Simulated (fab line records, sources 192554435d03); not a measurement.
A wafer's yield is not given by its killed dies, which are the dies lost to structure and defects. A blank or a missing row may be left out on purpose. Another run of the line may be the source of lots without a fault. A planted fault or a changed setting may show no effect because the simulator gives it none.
Matching of chambers -- flow n5Finfet -- N5_BEOL_M14_ETCH_59 on rieDiel-04 has 4 sister chambers
The step etches BARC in N2/H2, target depth 89 nm, overetch 26.7 nm, time 67.9 s. 4 wafers are shown with their chamber, then 7 later ones without.

## WAFERS WITH THEIR CHAMBER
wafer,chamber,showerheadPlenumPTorr (Torr)
L081.6,1,2.47
L087.1,3,2.43
L089.3,0,2.70
L089.4,2,2.65

## WAFERS MISSING THEIR CHAMBER
wafer,showerheadPlenumPTorr (Torr)
L089.6,2.43
L090.4,2.65
L090.5,2.65
L090.6,2.46
L094.2,2.65
L094.4,2.46
L094.6,2.46

## WHICH CHAMBER EACH ONE RAN IN
wafer,from the rows above,in truth
L089.6,3,3
L090.4,2,2
L090.5,2,2
L090.6,1,1
L094.2,2,2
L094.4,1,1
L094.6,1,1
Placed correctly: 7 of 7. Left unplaced by these rows: 0. Number placed wrongly: 0.
How it was worked out, from the rows above alone: a wafer's distance from a chamber is the root of the sum, over the readings, of the square of ((its reading less the chamber's mean) divided by the reading's scatter). The wafer belongs to the nearest chamber; if the next one is less than 2 further off, it can't be placed. The mean given for a chamber averages the wafers shown for that chamber. The scatter: root of mean squared gap, hidden wafer to nearest shown wafer, with one shown wafer a chamber.
